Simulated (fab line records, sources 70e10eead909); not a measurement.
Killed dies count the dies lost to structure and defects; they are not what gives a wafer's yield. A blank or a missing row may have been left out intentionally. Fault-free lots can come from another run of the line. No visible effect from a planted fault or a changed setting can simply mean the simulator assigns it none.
Problem report in the 8D (eight disciplines) form, filled by code || flow nandHarc || the parts of the form that need people (team, actions taken, sign-off) are left out

== 1. THE PROBLEM ==
Mean of thkNm at NHARC_A_ONON_D2_THK_MEAS_02: 608 nm across 2 wafers in 2 lots; on wafers with no fault it is 1000 nm (standard deviation 12). Relative to the usual mean, that is a shift of -33 standard deviations.
The step: measures by ellipsometry.
Earliest sighting: wafer L255.2 on filmMetro-01 at day 16 21:58. The record has a number at this step for 42 wafers belonging to 14 lots. The rule behind "out" and "out of limits": a value lying over 4 standard deviations away from the usual mean. The other wafers with a number count as sound.

== 2. WHAT THIS IS AND IS NOT ==
{"question": "which readings at this step", "is": "thkNm", "is not": "-"}
{"question": "which lots", "is": "L255, L257", "is not": "L245, L246, L247, L248, L249, L250, L260, L262, L265, L266, L267, L268"}
{"question": "which wafers of those lots", "is": "L255.2, L257.5", "is not": "L255.4, L255.6, L257.3, L257.6"}
{"question": "read on which gauges", "is": "filmMetro-01", "is not": "filmMetro-02"}
{"question": "when", "is": "from day 16 21:58", "is not": "up to then (20 sound wafers); but 20 sound wafers of L257, L260, L262, L265, L266, L267, L268 came after"}

== 3. SUSPECTS, AND WHAT RULES EACH OUT ==
Counting: if a tool at a process step up to the reading ran every lot that is out, it stays a suspect. Sound lots after the first of them don't rule it out here, since some wafers of a struck lot are sound.
- the gauge at NHARC_A_ONON_D2_THK_MEAS_02: kept. All the wafers that are out were read on filmMetro-01, and no step on other tools shows them out.
- harEtch-02 at NHARC_A_CHANNEL_HOLE_D1_ETCH_23 (etches the open film in C4F8/O2/Ar, time 819 s, target depth 1600 nm): kept. Every lot that is out went through it, the first being L255 (day 12 21:55); the last sound lot it ran before that was L250 (day 10 16:34).
- pecvdOnon-01 at NHARC_A_ONON_D2_DEP_00 (target thk 1000 nm): kept. Every lot that is out went through it, the first being L255 (day 16 21:31); the last sound lot it ran before that was L249 (day 13 23:31).
The count leaves harEtch-02 at NHARC_A_CHANNEL_HOLE_D1_ETCH_23, pecvdOnon-01 at NHARC_A_ONON_D2_DEP_00, and filmMetro-01 at NHARC_A_ONON_D2_THK_MEAS_02.

== 4. THE CAUSE (what the simulator had put in) ==
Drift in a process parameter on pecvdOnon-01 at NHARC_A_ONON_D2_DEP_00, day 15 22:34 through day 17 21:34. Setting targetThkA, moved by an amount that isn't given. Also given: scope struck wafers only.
After counting, 3 suspects remain, this tool included.

== 5. THE EFFECT CHAIN, in route order ==
Each row: a reading where the mean over the struck wafers with a number is more than 3 standard deviations away from the usual. Scope: only readings with a usual standard deviation given in the record; hours: median across lots of the time from each lot's start at the first step in this table that gives one to its start at this step; sigmas: change in usual standard deviations.
{"hours": 0, "step": "NHARC_A_ONON_D2_THK_MEAS_02", "reading": "thkNm", "usual": "1000 nm", "on struck wafers": 608, "change": -392, "sigmas": -33}

== 6. HOW IT WOULD HAVE BEEN CAUGHT EARLIER ==
Counted from the fault's start at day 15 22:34, it took 23 hours until the first out-of-limits reading at a measuring or inspecting step in this record, taken at day 16 21:58.
Among the 2 lots that are out, L257 began NHARC_A_ONON_D2_DEP_00 on pecvdOnon-01 after day 16 21:58. Had the tool been put on hold then, it would have been spared.
